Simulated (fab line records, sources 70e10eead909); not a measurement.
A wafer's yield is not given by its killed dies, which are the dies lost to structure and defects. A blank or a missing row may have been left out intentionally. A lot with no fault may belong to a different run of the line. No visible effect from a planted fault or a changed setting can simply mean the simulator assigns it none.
Chamber matching -- flow nandHarc -- NHARC_P_M2_STRIP_18 on rieDiel-03 has 4 sister chambers
The step strips in N2/H2. 8 wafers are shown with their chamber, then 12 later ones without.

== WAFERS PAIRED WITH THEIR CHAMBERS ==
wafer,chamber,showerheadPlenumPTorr (Torr),drypumpMotorCurrentA (A)
L092.1,2,2.17,5.75
L092.2,1,2.15,5.38
L092.4,3,2.05,5.50
L091.3,3,2.06,5.49
L091.5,0,2.15,5.50
L093.1,1,2.15,5.47
L093.2,2,2.17,5.74
L093.3,0,2.15,5.49

== WAFERS WITHOUT THEIR CHAMBER ==
wafer,showerheadPlenumPTorr (Torr),drypumpMotorCurrentA (A)
L094.1,2.17,5.74
L094.3,2.15,5.45
L094.5,2.05,5.49
L095.2,2.17,5.75
L095.4,2.05,5.49
L095.5,2.15,5.47
L097.1,2.05,5.49
L097.2,2.15,5.45
L097.3,2.15,5.40
L096.1,2.17,5.76
L096.4,2.05,5.51
L096.5,2.05,5.47

== THE CHAMBER EACH PASSED THROUGH ==
wafer,from the rows above,in truth
L094.1,2,2
L094.3,can't be placed: 1 or 0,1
L094.5,3,3
L095.2,2,2
L095.4,3,3
L095.5,can't be placed: 0 or 1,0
L097.1,3,3
L097.2,can't be placed: 1 or 0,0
L097.3,1,1
L096.1,2,2
L096.4,3,3
L096.5,3,3
9 of 12 placed correctly. From these rows, 3 cannot be placed; in 3 the true chamber is one of the candidates. 0 placed wrongly.
How it was worked out, from the rows above alone: a wafer's distance from a chamber is the root of the sum, over the readings, of the square of ((its reading less the chamber's mean) divided by the reading's scatter). The wafer belongs to the nearest chamber; if the next one is less than 2 further off, it can't be placed. Each chamber's mean is taken over the wafers shown for it. The scatter: the root of (the sum of the squares of (reading less its chamber's mean) over the shown wafers, divided by (wafers less chambers)).
